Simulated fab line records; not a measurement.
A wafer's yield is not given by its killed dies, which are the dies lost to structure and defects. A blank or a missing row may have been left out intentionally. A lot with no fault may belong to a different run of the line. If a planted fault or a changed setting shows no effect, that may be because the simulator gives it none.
Split-lot trial || flow n5Finfet || 39 wafers read across 7 lots, on a route 1938 steps long

== THE SPLIT ==
At N5_BEOL_M4_ILD_DEP_00 (deposits SiOC from DEMS/O2, target thk 79 nm, time 15.3 s), the setting timeS was moved away from the recipe's 15.3 s on 12 of the 39 wafers read, by -54.9% to +35.6%. All remaining wafers had this setting at the recipe value.

No step appears in the file between the split and the reading.

== THE READING ==
M4_ILD_THK (nm), taken at N5_BEOL_M4_THK_MEAS_01. Fault-free wafers of this fab line usually give 78.6 nm, standard deviation 0.96 nm.

{"wafer": "L083.1", "tool, chamber at the split": "pecvd-01, 2,0", "timeS as run, s": 15.3, "against the recipe": "recipe", "M4_ILD_THK, nm": 78.0, "against lot-mates on the recipe": "-"}
{"wafer": "L083.2", "tool, chamber at the split": "pecvd-01, 1", "timeS as run, s": 15.3, "against the recipe": "recipe", "M4_ILD_THK, nm": 78.4, "against lot-mates on the recipe": "-"}
{"wafer": "L083.3", "tool, chamber at the split": "pecvd-01, 2,0", "timeS as run, s": 15.3, "against the recipe": "recipe", "M4_ILD_THK, nm": 78.0, "against lot-mates on the recipe": "-"}
{"wafer": "L083.4", "tool, chamber at the split": "pecvd-01, 1,0", "timeS as run, s": 15.3, "against the recipe": "recipe", "M4_ILD_THK, nm": 78.8, "against lot-mates on the recipe": "-"}
{"wafer": "L083.5", "tool, chamber at the split": "pecvd-01, 2", "timeS as run, s": 15.3, "against the recipe": "recipe", "M4_ILD_THK, nm": 78.9, "against lot-mates on the recipe": "-"}
{"wafer": "L083.6", "tool, chamber at the split": "pecvd-01, 1,0", "timeS as run, s": 15.3, "against the recipe": "recipe", "M4_ILD_THK, nm": 78.8, "against lot-mates on the recipe": "-"}
{"wafer": "L085.1", "tool, chamber at the split": "pecvd-01, 2", "timeS as run, s": 15.3, "against the recipe": "recipe", "M4_ILD_THK, nm": 78.4, "against lot-mates on the recipe": "-"}
{"wafer": "L085.2", "tool, chamber at the split": "pecvd-01, 1", "timeS as run, s": 15.3, "against the recipe": "recipe", "M4_ILD_THK, nm": 77.6, "against lot-mates on the recipe": "-"}
{"wafer": "L085.3", "tool, chamber at the split": "pecvd-01, 0", "timeS as run, s": 15.3, "against the recipe": "recipe", "M4_ILD_THK, nm": 78.6, "against lot-mates on the recipe": "-"}
{"wafer": "L085.4", "tool, chamber at the split": "pecvd-01, 1", "timeS as run, s": 15.3, "against the recipe": "recipe", "M4_ILD_THK, nm": 79.9, "against lot-mates on the recipe": "-"}
{"wafer": "L085.5", "tool, chamber at the split": "pecvd-01, 2", "timeS as run, s": 15.3, "against the recipe": "recipe", "M4_ILD_THK, nm": 80.4, "against lot-mates on the recipe": "-"}
{"wafer": "L085.6", "tool, chamber at the split": "pecvd-01, 0", "timeS as run, s": 15.3, "against the recipe": "recipe", "M4_ILD_THK, nm": 79.2, "against lot-mates on the recipe": "-"}
{"wafer": "L086.1", "tool, chamber at the split": "pecvd-03, 1", "timeS as run, s": 15.3, "against the recipe": "recipe", "M4_ILD_THK, nm": 77.8, "against lot-mates on the recipe": "-"}
{"wafer": "L086.2", "tool, chamber at the split": "pecvd-03, 2", "timeS as run, s": 6.904, "against the recipe": "-54.9%", "M4_ILD_THK, nm": 35.0, "against lot-mates on the recipe": -42.9}
{"wafer": "L086.3", "tool, chamber at the split": "pecvd-03, 0", "timeS as run, s": 15.3, "against the recipe": "recipe", "M4_ILD_THK, nm": 77.1, "against lot-mates on the recipe": "-"}
{"wafer": "L086.4", "tool, chamber at the split": "pecvd-03, 0,2", "timeS as run, s": 6.904, "against the recipe": "-54.9%", "M4_ILD_THK, nm": 35.6, "against lot-mates on the recipe": -42.3}
{"wafer": "L086.5", "tool, chamber at the split": "pecvd-03, 1", "timeS as run, s": 15.3, "against the recipe": "recipe", "M4_ILD_THK, nm": 78.7, "against lot-mates on the recipe": "-"}
{"wafer": "L086.6", "tool, chamber at the split": "pecvd-03, 0,2", "timeS as run, s": 6.904, "against the recipe": "-54.9%", "M4_ILD_THK, nm": 35.6, "against lot-mates on the recipe": -42.3}
{"wafer": "L087.1", "tool, chamber at the split": "pecvd-04, 2", "timeS as run, s": 8.022, "against the recipe": "-47.6%", "M4_ILD_THK, nm": 40.8, "against lot-mates on the recipe": -38.7}
{"wafer": "L087.2", "tool, chamber at the split": "pecvd-04, 0", "timeS as run, s": 8.022, "against the recipe": "-47.6%", "M4_ILD_THK, nm": 41.8, "against lot-mates on the recipe": -37.7}
{"wafer": "L087.3", "tool, chamber at the split": "pecvd-04, 1", "timeS as run, s": 15.3, "against the recipe": "recipe", "M4_ILD_THK, nm": 79.4, "against lot-mates on the recipe": "-"}
{"wafer": "L087.4", "tool, chamber at the split": "pecvd-04, 2", "timeS as run, s": 15.3, "against the recipe": "recipe", "M4_ILD_THK, nm": 79.5, "against lot-mates on the recipe": "-"}
{"wafer": "L087.5", "tool, chamber at the split": "pecvd-04, 0", "timeS as run, s": 8.022, "against the recipe": "-47.6%", "M4_ILD_THK, nm": 42.2, "against lot-mates on the recipe": -37.3}
{"wafer": "L087.6", "tool, chamber at the split": "pecvd-04, 1", "timeS as run, s": 15.3, "against the recipe": "recipe", "M4_ILD_THK, nm": 79.5, "against lot-mates on the recipe": "-"}
{"wafer": "L088.1", "tool, chamber at the split": "pecvd-03, 1", "timeS as run, s": 15.3, "against the recipe": "recipe", "M4_ILD_THK, nm": 77.7, "against lot-mates on the recipe": "-"}
{"wafer": "L088.4", "tool, chamber at the split": "pecvd-03, 2", "timeS as run, s": 15.3, "against the recipe": "recipe", "M4_ILD_THK, nm": 79.2, "against lot-mates on the recipe": "-"}
{"wafer": "L088.5", "tool, chamber at the split": "pecvd-03, 1", "timeS as run, s": 15.3, "against the recipe": "recipe", "M4_ILD_THK, nm": 79.1, "against lot-mates on the recipe": "-"}
{"wafer": "L091.1", "tool, chamber at the split": "pecvd-03, 0", "timeS as run, s": 15.3, "against the recipe": "recipe", "M4_ILD_THK, nm": 76.3, "against lot-mates on the recipe": "-"}
{"wafer": "L091.2", "tool, chamber at the split": "pecvd-03, 1", "timeS as run, s": 20.74, "against the recipe": "+35.6%", "M4_ILD_THK, nm": 104.1, "against lot-mates on the recipe": "+26.4"}
{"wafer": "L091.3", "tool, chamber at the split": "pecvd-03, 2", "timeS as run, s": 20.74, "against the recipe": "+35.6%", "M4_ILD_THK, nm": 104.8, "against lot-mates on the recipe": "+27.1"}
{"wafer": "L091.4", "tool, chamber at the split": "pecvd-03, 1", "timeS as run, s": 15.3, "against the recipe": "recipe", "M4_ILD_THK, nm": 78.9, "against lot-mates on the recipe": "-"}
{"wafer": "L091.5", "tool, chamber at the split": "pecvd-03, 0", "timeS as run, s": 15.3, "against the recipe": "recipe", "M4_ILD_THK, nm": 77.8, "against lot-mates on the recipe": "-"}
{"wafer": "L091.6", "tool, chamber at the split": "pecvd-03, 2", "timeS as run, s": 20.74, "against the recipe": "+35.6%", "M4_ILD_THK, nm": 105.7, "against lot-mates on the recipe": "+28.0"}
{"wafer": "L095.1", "tool, chamber at the split": "pecvd-01, 1", "timeS as run, s": 15.3, "against the recipe": "recipe", "M4_ILD_THK, nm": 76.7, "against lot-mates on the recipe": "-"}
{"wafer": "L095.2", "tool, chamber at the split": "pecvd-01, 2", "timeS as run, s": 12.74, "against the recipe": "-16.7%", "M4_ILD_THK, nm": 65.1, "against lot-mates on the recipe": -12.6}
{"wafer": "L095.3", "tool, chamber at the split": "pecvd-01, 0", "timeS as run, s": 15.3, "against the recipe": "recipe", "M4_ILD_THK, nm": 77.2, "against lot-mates on the recipe": "-"}
{"wafer": "L095.4", "tool, chamber at the split": "pecvd-01, 2", "timeS as run, s": 15.3, "against the recipe": "recipe", "M4_ILD_THK, nm": 79.3, "against lot-mates on the recipe": "-"}
{"wafer": "L095.5", "tool, chamber at the split": "pecvd-01, 0", "timeS as run, s": 12.74, "against the recipe": "-16.7%", "M4_ILD_THK, nm": 66.2, "against lot-mates on the recipe": -11.5}
{"wafer": "L095.6", "tool, chamber at the split": "pecvd-01, 1", "timeS as run, s": 12.74, "against the recipe": "-16.7%", "M4_ILD_THK, nm": 65.8, "against lot-mates on the recipe": -11.9}
Where a row lists several chambers, the file gives one row for several wafers and doesn't say which wafer went through which chamber.

FIT RESULTS
A straight line over all 39 wafers: M4_ILD_THK changes by +0.771 nm for each +1% of timeS; r = +1.00; the points scatter about the line by 0.95 nm.
The same after taking each lot's own level away (the mean of its wafers on the recipe; 39 wafers): +0.777 nm for each +1%; r = +1.00; scatter 0.82 nm.
That fit puts the effect of the largest move of timeS on the reading at 43 nm.
From 77.67 to 79.47 nm: that is the span of the lots' own levels, equal to 1.9 times the standard deviation above.
So the lot-to-lot level changes the slope little: the two slopes agree.
Check: for one of the wafers moved furthest among these (-54.9%), held out of the fit, the line's prediction against its lot-mates is -42.6 nm. It came out at -42.9 nm against them.

== FURTHER SPLITS ON THESE WAFERS ==
Note: prior to the reading, these wafers also went through further splits. Each is held against what the fit with the lots' levels taken away leaves over:
{"other split on the same wafers": "N5_FIN_SAQP_ETCH_65 timeS", "wafers away from the commonest value": 15, "r with M4_ILD_THK (lot level and that fit taken away)": -0.10}
{"other split on the same wafers": "N5_MOL_CONTACT_COAG_ALD_27 aldCycles", "wafers away from the commonest value": 9, "r with M4_ILD_THK (lot level and that fit taken away)": -0.43}
{"other split on the same wafers": "N5_BEOL_M1_ILD_DEP_00 timeS", "wafers away from the commonest value": 15, "r with M4_ILD_THK (lot level and that fit taken away)": "+0.29"}

== THE WHOLE CHAIN: every reading that the file lists as answering this split, in the file's order ==
{"step": "N5_BEOL_M4_ILD_DEP_00", "what it does": "deposits SiOC from DEMS/O2, target thk 79 nm, time 15.3 s", "reading": "SiOC_of_BEOL_M4_ILD_DEP_00.thkNm (the simulator's own value, which no gauge read)", "change (the file's fit)": "+0.777 nm for each +1% of the setting", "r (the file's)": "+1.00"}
{"step": "N5_BEOL_M4_THK_MEAS_01", "what it does": "", "reading": "M4_ILD_THK", "change (the file's fit)": "+0.778 for each +1% of the setting", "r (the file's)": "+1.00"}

== THE FILE'S OWN FIT ==
M4_ILD_THK changes by +0.778 nm for each +1% of timeS, r = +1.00.
